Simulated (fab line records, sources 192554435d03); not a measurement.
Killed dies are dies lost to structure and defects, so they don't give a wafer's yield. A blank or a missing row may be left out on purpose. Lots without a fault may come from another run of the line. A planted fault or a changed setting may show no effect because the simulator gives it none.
Chamber matching | flow n5_finfet | N5_BEOL_M9_ILD_DEP_00 on pecvd-03: 3 sister chambers
The step deposits SiCOH lowk from DEMS/porogen, target thk 308.51 nm, time 58 s. 3 wafers are shown with their chamber, then 8 later ones without.

WAFERS WITH THEIR CHAMBER
wafer  | chamber | heater_power_w (W)
L220.2 | 1       | 350
L223.4 | 0       | 306
L222.2 | 2       | 319

WAFERS WITHOUT THEIR CHAMBER
wafer  | heater_power_w (W)
L222.3 | 294
L222.5 | 328
L237.1 | 358
L237.4 | 322
L237.5 | 289
L238.1 | 320
L238.3 | 323
L238.6 | 344

WHICH CHAMBER EACH WENT THROUGH
wafer  | from the rows above          | in truth
L222.3 | can't be placed: 0 or 2      | 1
L222.5 | can't be placed: 2 or 0 or 1 | 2
L237.1 | 1                            | 1
L237.4 | can't be placed: 2 or 0      | 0
L237.5 | can't be placed: 0 or 2      | 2
L238.1 | can't be placed: 2 or 0      | 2
L238.3 | can't be placed: 2 or 0      | 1
L238.6 | 1                            | 1
Placed correctly: 2 of 8. Can't be placed from these rows: 6 (the true chamber is among the candidates in 4). Placed wrongly: 0.
How it was worked out, from the rows above alone: a wafer's distance from a chamber is the root of the sum, over the readings, of the square of ((its reading less the chamber's mean) divided by the reading's scatter). The wafer belongs to the nearest chamber; if the next one is less than 2 further off, it can't be placed. A chamber's mean is the mean of its shown wafers. The scatter: with one shown wafer a chamber, the root of the mean of the squares of how far each hidden wafer lies from its nearest shown one.
